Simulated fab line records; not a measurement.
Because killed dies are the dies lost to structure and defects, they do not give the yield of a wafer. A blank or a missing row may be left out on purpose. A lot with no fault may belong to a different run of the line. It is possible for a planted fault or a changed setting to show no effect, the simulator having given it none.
A lot that was struck, set against a sound lot :: flow nand_harc :: 14 steps out of a route of 1159
Sound: wafers L435.1, L435.2, L435.6. Wafers struck: L439.2, L439.5, L439.6. Last of all comes the cause.
Each step with rows lists, per side, the tool, then ch with its chambers, then its first start. Under that, the readings that differ: sound wafers :: struck wafers :: difference of the means :: sigmas: that difference in standard deviations of wafers without a fault.
alike: readings with means less than 2 such deviations apart, plus words and numbers identical on both sides. not compared: withheld readings, readings lacking a value on some wafer, bounds such as >300 that could conceal the same value, and numbers that have no deviation in the record and whose values overlap.
The two part at a step that has a row with sigmas, a row that says differs or no value, or rows on one side only. Numbers that have no deviation but don't overlap get no sigmas and don't part them. A reading that every wafer of one side lacks parts them only if that side has two wafers or more.

NHARC_A_STAIRCASE_ETCH_221: etches the open film in C4F8/O2, target depth 100 nm, time 40.5 s.
  sound: rie_diel-12 ch 1,2; struck: rie_diel-11 ch 0,1,3
  alike: oes_product_au, rf_vpp_V
  not compared: rf_hours_counter_h
NHARC_A_STAIRCASE_TRIM_222: chemistry O2, time 211.2 s.
  sound: rie_diel-12 ch 1,2; struck: rie_diel-11 ch 0,2,3
  alike: drypump_motor_current_A, oes_product_au, rf_vpp_V, run_length_s, showerhead_plenum_p_Torr, throttle_valve_pct
  not compared: rf_hours_counter_h
then, 3 steps without rows for these wafers: NHARC_A_STAIRCASE_ETCH_223 (etches the open film in C4F8/O2, target depth 100 nm, time 40.5 s); NHARC_A_STAIRCASE_TRIM_224 (chemistry O2, time 211.2 s); NHARC_A_STAIRCASE_ETCH_225 (etches the open film in C4F8/O2, target depth 100 nm, time 40.5 s).
NHARC_A_STAIRCASE_TRIM_226: chemistry O2, time 211.2 s.
  sound: rie_diel-12 ch 1,2; struck: rie_diel-11 ch 1,2,3
  alike: drypump_motor_current_A, oes_product_au, rf_vpp_V, run_length_s, showerhead_plenum_p_Torr, throttle_valve_pct
  not compared: rf_hours_counter_h
NHARC_A_STAIRCASE_ETCH_227: etches the open film in C4F8/O2, target depth 100 nm, time 40.5 s.
  sound: rie_diel-12 ch 1,2; struck: rie_diel-11 ch 0,1,2
  alike: oes_product_au, rf_vpp_V
  not compared: rf_hours_counter_h
then, 4 steps without rows for these wafers: NHARC_A_STAIRCASE_TRIM_229 (chemistry O2, time 211.2 s); NHARC_A_STAIRCASE_ETCH_230 (etches the open film in C4F8/O2, target depth 100 nm, time 40.5 s); NHARC_A_STAIRCASE_TRIM_231 (chemistry O2, time 211.2 s); NHARC_A_STAIRCASE_ETCH_232 (etches the open film in C4F8/O2, target depth 100 nm, time 40.5 s).
NHARC_A_STAIRCASE_TRIM_233: chemistry O2, time 211.2 s.
  sound on rie_diel-12 ch 1,2, day 12 03:52; struck on rie_diel-12 ch 0,2,3, day 13 15:38
reading: run_length_s (s)
sound: 233.3 232.1 233.0
struck: 225.1 223.5 224.6
difference: -8.4
sigmas: -16
  alike: drypump_motor_current_A, oes_product_au, rf_vpp_V, showerhead_plenum_p_Torr, throttle_valve_pct
  not compared: rf_hours_counter_h
NHARC_A_STAIRCASE_ETCH_234: etches the open film in C4F8/O2, target depth 100 nm, time 40.5 s.
  sound: rie_diel-12 ch 1,2; struck: rie_diel-12 ch 1,2
reading: oes_product_au (a.u.)
sound: 0.941 0.931 0.932
struck: 0.971 0.958 0.963
difference: +0.029
sigmas: +2
  alike: rf_vpp_V
  not compared: rf_hours_counter_h
-- record jumps: 8 days between struck wafers' starts before vs after; left off in module A_STAIRCASE, resumes in module END, first step shown is number 1159 of the route --
NHARC_END_SORT_01:
  sound on prober-01 ch 0, day 20 02:56; struck on prober-01 ch 0, day 21 10:35
  alike: killed_at_array, killed_at_other, killed_at_periphery, killed_dies, killed_open, killed_short

== WHERE THEY PART ==
Earliest at NHARC_A_STAIRCASE_TRIM_233; latest, in this record, at NHARC_A_STAIRCASE_ETCH_234. Later steps at which nothing parts them and some readings are alike: NHARC_END_SORT_01.

WHY: what had been put in by the simulator
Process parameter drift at NHARC_A_STAIRCASE_TRIM_233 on rie_diel-12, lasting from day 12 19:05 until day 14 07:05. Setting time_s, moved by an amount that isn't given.
